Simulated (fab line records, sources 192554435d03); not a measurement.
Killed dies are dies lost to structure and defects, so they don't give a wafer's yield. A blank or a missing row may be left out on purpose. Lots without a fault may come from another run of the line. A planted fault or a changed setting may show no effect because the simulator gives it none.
One fault seen from 2 desks | flow n5_finfet | each desk has only its own numbers; what lay behind them comes last

THE METROLOGY DESK
What the gauges read, lot by lot, whatever tool the lot ran on: means of the sampled wafers that have a number. A lot is out of limits, marked OUT, if its mean lies more than 4 standard deviations from the usual mean; the brackets give that distance. Of its 10 readings 7 are shown: those that lie furthest out on some lot.
Columns: A = DIBL_N at N5_BEOL_M4_RC_MEAS_101, usual 36.3 mV/V; B = DIBL_P at N5_BEOL_M4_RC_MEAS_101, usual 36.2 mV/V; C = IOFF_P at N5_BEOL_M4_RC_MEAS_101, usual 0.211 nA/um; D = ION_P at N5_BEOL_M4_RC_MEAS_101, usual 463 uA/um; E = SS_N at N5_BEOL_M4_RC_MEAS_101, usual 71.4 mV/dec; F = VT_N at N5_BEOL_M4_RC_MEAS_101, usual 249.3 mV; G = VT_P at N5_BEOL_M4_RC_MEAS_101, usual -250.1 mV
lot  | first seen here | A    | B    | C     | D   | E    | F     | G
L548 | day 8 13:32     | 38.5 | 37.8 | 0.238 | 467 | 72.1 | 249.2 | -247.3
L553 | day 9 13:05     | 38.2 | 36.7 | 0.221 | 466 | 71.6 | 251.9 | -250.3
L554 | day 9 22:33     | 36.5 | 34.7 | 0.198 | 466 | 70.9 | 249.2 | -249.6
L555 | day 10 01:46    | 35.5 | 36.5 | 0.214 | 462 | 70.7 | 249.2 | -250.3
L559 | day 11 06:19    | 36.7 | 36.7 | 0.184 | 454 | 71.8 | 250.6 | -253.4
L561 | day 11 09:58    | 36.3 | 36.8 | 0.264 | 475 | 71.6 | 245.9 | -244.4
L564 | day 12 01:40    | 35.7 | 35.1 | 0.208 | 467 | 71.2 | 249.4 | -250.1
L566 | day 12 12:07    | 34.8 | 33.8 | 0.179 | 458 | 70.7 | 249.1 | -253.0
This desk's finding: nothing out of limits on any of the 8 lots.

THE TOOL OWNER'S DESK: rie_diel-03
The tool's own readings at N5_SD_EPI_P_ETCH_47 (etches SiOCN in CH3F/O2, target depth 25 nm): means of the sampled wafers that have a number, for each lot that ran on this tool. A lot is out of limits, marked OUT, if its mean lies more than 4 standard deviations from the usual mean; the brackets give that distance.
Columns: A = bias_w at N5_SD_EPI_P_ETCH_47, usual 29.02 W; B = drypump_motor_current_A at N5_SD_EPI_P_ETCH_47, usual 5.8 A; C = oes_product_au at N5_SD_EPI_P_ETCH_47, usual 0.83 a.u.; D = rf_vpp_V at N5_SD_EPI_P_ETCH_47, usual 127.9 V; E = showerhead_plenum_p_Torr at N5_SD_EPI_P_ETCH_47, usual 2.04 Torr; F = throttle_valve_pct at N5_SD_EPI_P_ETCH_47, usual 16.22 %
lot  | first seen here | A     | B   | C    | D     | E    | F
L548 | day 3 13:24     | 29.03 | 6.0 | 0.72 | 128.7 | 2.06 | 16.49
L555 | day 5 07:05     | 28.91 | 5.9 | 0.98 | 127.7 | 2.08 | 16.09
L559 | day 6 11:28     | 29.01 | 5.7 | 0.96 | 128.6 | 2.02 | 16.00
L561 | day 6 22:26     | 29.05 | 6.2 | 1.03 | 127.8 | 2.06 | 16.09
L564 | day 7 12:41     | 29.08 | 5.9 | 1.01 | 127.3 | 2.04 | 16.00
This desk's finding: nothing out of limits on any of the 5 lots.

PUT TOGETHER
The metrology desk saw nothing out of limits.
The tool owner's desk saw nothing out of limits.

WHAT THE SIMULATOR HAD PUT IN
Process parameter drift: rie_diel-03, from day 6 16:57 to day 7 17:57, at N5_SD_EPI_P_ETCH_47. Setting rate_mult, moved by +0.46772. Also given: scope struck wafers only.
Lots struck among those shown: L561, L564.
